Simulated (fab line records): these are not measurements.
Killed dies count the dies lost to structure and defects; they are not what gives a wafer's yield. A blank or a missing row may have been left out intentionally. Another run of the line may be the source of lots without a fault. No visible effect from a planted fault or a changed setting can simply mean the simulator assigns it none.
Which tool is to blame?    flow nand_harc    12 lots with 36 wafers sampled at 5 steps, on a route of 1159 steps

== WHAT EACH GAUGE READ, for each wafer ==
NHARC_P_M1_CD_MEAS_16.
lot   measured      on         cd_nm (nm)
L870  day 6 03:14   cd_sem-01  128.9 128.2 129.1
L871  day 6 13:50   cd_sem-02  130.3 128.9 129.3
L873  day 6 14:50   cd_sem-03  128.8 128.0 127.7
L878  day 7 23:19   cd_sem-01  128.8 129.1 130.5
L879  day 8 05:29   cd_sem-02  129.9 129.7 130.2
L884  day 10 01:25  cd_sem-03  129.4 130.1 130.0
L885  day 10 03:17  cd_sem-02  129.1 129.3 129.8
L889  day 10 12:51  cd_sem-03  130.4 129.3 129.3
L890  day 11 00:10  cd_sem-03  131.0 130.6 129.4
L891  day 11 11:10  cd_sem-01  129.7 129.4 129.8
L892  day 11 12:05  cd_sem-01  130.1 129.9 130.4
L893  day 11 17:04  cd_sem-03  128.7 130.0 127.9

NHARC_END_SORT_01.
lot   measured      on         defect_limited_yield (%)  killed_at_array  killed_at_other  killed_at_periphery  killed_dies  killed_open  killed_short  sort_bin_2_pct (%)  sort_bin_3_pct (%)  sort_bin_4_pct (%)  sort_n_pass  sort_rim_yield_pct (%)  sort_yield_pct (%)
L871  day 20 05:08  prober-01  96.6 93.9 96.6            22 40 20         1 1 0            0 0 3                23 41 23     1 7 5        1 3 1         1.2 0.9 0.7         0.15 0 0.15         2.1 5.2 2.5         654 636 654  98.1 97.2 97.2          96.6 93.9 96.6
L878  day 21 11:19  prober-02  96.3 96.0 96.9            23 27 19         0 0 0            2 0 2                25 27 21     1 4 3        6 2 1         0.6 1.6 1.0         0.30 0.15 0         2.8 2.2 2.1         652 650 656  99.1 99.1 98.1          96.3 96.0 96.9
L879  day 21 11:18  prober-01  96.3 95.9 95.0            22 21 29         0 5 0            3 2 5                25 28 34     2 5 3        2 2 3         1.0 1.5 1.9         0.15 0.44 0.15      2.5 2.2 3.0         652 649 643  96.2 95.3 97.2          96.3 95.9 95.0
L893  day 25 06:12  prober-01  92.0 94.5 93.1            52 36 44         0 0 0            2 1 3                54 37 47     1 0 5        1 1 3         1.8 1.3 2.4         0.44 0.89 0.59      5.8 3.2 4.0         623 640 630  91.5 91.5 97.2          92.0 94.5 93.1

== WHAT TOOL EACH LOT RAN ON (gives the tool, then ch and the chambers of the sampled wafers, and finally the start) ==
lot   NHARC_P_M1_DEGAS_29           NHARC_P_M1_PVD_20                        NHARC_P_M2_SOFTBAKE_04
L870  pvd_sputter-02, day 6 03:58   pvd_sputter-02, day 6 06:00 or earlier   litho_track-04 ch 0, day 6 06:00
L871  pvd_sputter-01, day 6 14:34   pvd_sputter-01, day 6 17:00 or earlier   litho_track-06 ch 0, day 6 17:00
L873  pvd_sputter-01, day 6 15:34   pvd_sputter-01, day 6 18:00 or earlier   litho_track-01 ch 0, day 6 18:00
L878  pvd_sputter-02, day 8 00:02   pvd_sputter-02, day 8 02:00 or earlier   litho_track-01 ch 0, day 8 02:00
L879  pvd_sputter-01, day 8 06:13   pvd_sputter-01, day 8 08:00 or earlier   litho_track-01 ch 0, day 8 08:00
L884  pvd_sputter-03, day 10 02:08  pvd_sputter-03, day 10 04:00 or earlier  litho_track-06 ch 0, day 10 04:00
L885  pvd_sputter-03, day 10 04:04  pvd_sputter-03, day 10 06:00 or earlier  litho_track-06 ch 0, day 10 06:00
L889  pvd_sputter-01, day 10 13:34  pvd_sputter-01, day 10 16:00 or earlier  litho_track-06 ch 0, day 10 16:00
L890  pvd_sputter-03, day 11 00:53  pvd_sputter-03, day 11 03:00 or earlier  litho_track-06 ch 0, day 11 03:00
L891  pvd_sputter-03, day 11 11:59  pvd_sputter-03, day 11 14:00 or earlier  litho_track-01 ch 0, day 11 14:00
L892  pvd_sputter-01, day 11 12:48  pvd_sputter-01, day 11 15:00 or earlier  litho_track-01 ch 0, day 11 15:00
L893  pvd_sputter-02, day 11 17:47  pvd_sputter-02, day 11 20:00 or earlier  litho_track-04 ch 0, day 11 20:00
- NHARC_P_M1_DEGAS_29: time 60 s.
- NHARC_P_M1_PVD_20: deposits TaN, target thk 5 nm, time 8.06 s.
- NHARC_P_M2_SOFTBAKE_04: time 55 s.

== AS READ BY THE TOOLS THEMSELVES (means over the sampled wafers that have a number; for cases with no such wafer, the mark the record gives instead) ==
NHARC_P_M1_DEGAS_29.
lot   tool            heater_power_w (W)
L870  pvd_sputter-02  337
L871  pvd_sputter-01  342
L873  pvd_sputter-01  318
L878  pvd_sputter-02  344
L879  pvd_sputter-01  308
L884  pvd_sputter-03  326
L885  pvd_sputter-03  344
L889  pvd_sputter-01  331
L890  pvd_sputter-03  341
L891  pvd_sputter-03  368
L892  pvd_sputter-01  292
L893  pvd_sputter-02  332

NHARC_P_M1_PVD_20.
lot   tool            throttle_valve_pct (%)
L870  pvd_sputter-02  29.7
L871  pvd_sputter-01  28.1
L873  pvd_sputter-01  30.1
L878  pvd_sputter-02  30.3
L879  pvd_sputter-01  30.6
L884  pvd_sputter-03  30.8
L885  pvd_sputter-03  29.9
L889  pvd_sputter-01  29.4
L890  pvd_sputter-03  29.9
L891  pvd_sputter-03  30.6
L892  pvd_sputter-01  28.6
L893  pvd_sputter-02  30.1

NHARC_P_M2_SOFTBAKE_04.
lot   tool            heater_power_total_W (W)
L870  litho_track-04  188.38
L871  litho_track-06  188.40
L873  litho_track-01  188.37
L878  litho_track-01  323.22
L879  litho_track-01  323.14
L884  litho_track-06  188.54
L885  litho_track-06  188.45
L889  litho_track-06  188.49
L890  litho_track-06  188.36
L891  litho_track-01  188.51
L892  litho_track-01  188.48
L893  litho_track-04  188.46

== THE ANSWER, worked out from the rows above alone ==
Rule: usual is defined by the lots themselves. Put in order of their means at a reading, lots are off if they are a third of the lots or fewer, leave a main group of 4 or more, and stand apart from it by a gap of 3 or more times the standard deviation of the main group's means; of several such gaps the widest counts. A main group is skipped when, at the precision printed for the reading in the tables above, its means are all equal. Also off: a lot with no number at a reading for which 4 or more lots have one. The other lots that the step has rows for count as sound. Order of review: gauges by route order, followed by the tools' own readings, for which a lot's mean as printed above is used. The first step at which some lot is off is used, and at that step the reading that is off furthest; a lot without a number counts as furthest.
Off at NHARC_P_M2_SOFTBAKE_04 (heater_power_total_W): L878, L879. The main group: mean 188.44 W, standard deviation 0.06.
A tool fits if, at that step or a process step before it, it ran every lot that is off, and no sound lot after the first of them. NHARC_P_M1_PVD_20: start missing for some lots; hours and lot order therefore follow NHARC_P_M2_SOFTBAKE_04. Not one of the candidates tried fits.

== WHAT THE SIMULATOR HAD INSERTED ==
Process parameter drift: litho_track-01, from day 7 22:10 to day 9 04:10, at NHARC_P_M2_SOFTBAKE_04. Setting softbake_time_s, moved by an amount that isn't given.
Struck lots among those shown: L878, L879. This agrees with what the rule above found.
